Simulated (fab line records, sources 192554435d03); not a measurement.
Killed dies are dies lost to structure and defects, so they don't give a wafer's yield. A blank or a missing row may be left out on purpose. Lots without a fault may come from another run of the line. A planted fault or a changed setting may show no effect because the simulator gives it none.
Split-lot experiment | flow n5_finfet | 7 lots, 21 wafers read, on a route of 1938 steps

THE SPLIT
At N5_BEOL_M5_COAT_71 (time 60 s, resist thk 5 nm), the setting spin_rpm was moved away from the recipe's 1500 rpm on 3 of the 21 wafers read, by +7.1% to +10.7%. The other wafers ran this setting at the recipe's value.

FROM THE SPLIT TO THE READING: what the file shows between them, 1 step
- N5_BEOL_M5_DESCUM_16: chemistry O2, time 7 s (also split here: time_s)

THE READING
etch.depth_nm (the simulator's own value, which no gauge read), in nm, at N5_BEOL_M5_ETCH_72 (etches underlayer in N2/H2, target depth 6.5 nm, time 5.2 s). The file gives no usual value for it. The 18 wafers here that ran the recipe average 5.001 nm, standard deviation 0.0096 nm.

wafer  | tool, chamber at the split | spin_rpm as run, rpm | against the recipe | etch.depth_nm, nm | against lot-mates on the recipe
L076.1 | litho_track-01, 0          | 1500                 | recipe             | 5.013             | -
L076.4 | litho_track-01, 0          | 1500                 | recipe             | 5.01              | -
L076.5 | litho_track-01, 0          | 1500                 | recipe             | 5.001             | -
L084.1 | litho_track-02, 0          | 1661                 | +10.7%             | 4.753             | -0.244
L084.4 | litho_track-02, 0          | 1661                 | +10.7%             | 4.755             | -0.242
L084.5 | litho_track-02, 0          | 1500                 | recipe             | 4.997             | -
L085.1 | litho_track-05, 0          | 1500                 | recipe             | 5.01              | -
L085.3 | litho_track-05, 0          | 1500                 | recipe             | 5.008             | -
L085.5 | litho_track-05, 0          | 1500                 | recipe             | 5.021             | -
L086.2 | litho_track-02, 0          | 1500                 | recipe             | 5.011             | -
L086.4 | litho_track-02, 0          | 1500                 | recipe             | 4.993             | -
L086.5 | litho_track-02, 0          | 1607                 | +7.1%              | 4.843             | -0.159
L088.1 | litho_track-05, 0          | 1500                 | recipe             | 4.994             | -
L088.4 | litho_track-05, 0          | 1500                 | recipe             | 4.983             | -
L088.6 | litho_track-05, 0          | 1500                 | recipe             | 4.993             | -
L089.2 | litho_track-05, 0          | 1500                 | recipe             | 5.005             | -
L089.3 | litho_track-05, 0          | 1500                 | recipe             | 5.002             | -
L089.6 | litho_track-05, 0          | 1500                 | recipe             | 5.007             | -
L091.1 | litho_track-01, 0          | 1500                 | recipe             | 4.993             | -
L091.4 | litho_track-01, 0          | 1500                 | recipe             | 4.99              | -
L091.6 | litho_track-01, 0          | 1500                 | recipe             | 4.994             | -

THE FIT
A straight line over all 21 wafers: etch.depth_nm changes by -0.0229 nm for each +1% of spin_rpm; r = -0.99; the points scatter about the line by 0.0094 nm.
The same after taking each lot's own level away (the mean of its wafers on the recipe; 21 wafers): -0.0226 nm for each +1%; r = -1.00; scatter 0.0048 nm.
On that fit, the largest move of spin_rpm shifts the reading by 0.24 nm.
The lots' own levels span 4.9900 to 5.0130 nm, that is 2.4 times the standard deviation above.
So the lot-to-lot level changes the slope little: the two slopes agree.
Check: with one of the wafers moved furthest among these (+10.7%) left out of the fit, the line predicts -0.241 nm for it against its lot-mates. It came out at -0.244 nm against them.

OTHER SPLITS ON THESE WAFERS
These wafers also went through other splits before the reading. Each is held against what the fit with the lots' levels taken away leaves over:
other split on the same wafers            | wafers away from the commonest value | r with etch.depth_nm (lot level and that fit taken away)
N5_BEOL_M0_SAQP_SPACER1_ALD_98 ald_cycles | 7                                    | -0.02
N5_BEOL_M0_CUTY_ETCH_63 time_s            | 6                                    | -0.31
N5_BEOL_M0_ETCH_138 source_w              | 7                                    | -0.05
N5_BEOL_M2_COAT_05 spin_rpm               | 3                                    | -0.16
N5_BEOL_M2_ETCH_74 source_w               | 8                                    | -0.45
N5_BEOL_M3_SPUTTER_81 time_s              | 7                                    | +0.00
N5_BEOL_M4_TRENCH_ETCH_37 bias_w          | 6                                    | -0.03
N5_BEOL_M5_DESCUM_16 time_s               | 7                                    | +0.00

THE FILE'S OWN FIT
etch.depth_nm changes by -0.0225 nm for each +1% of spin_rpm, r = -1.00.
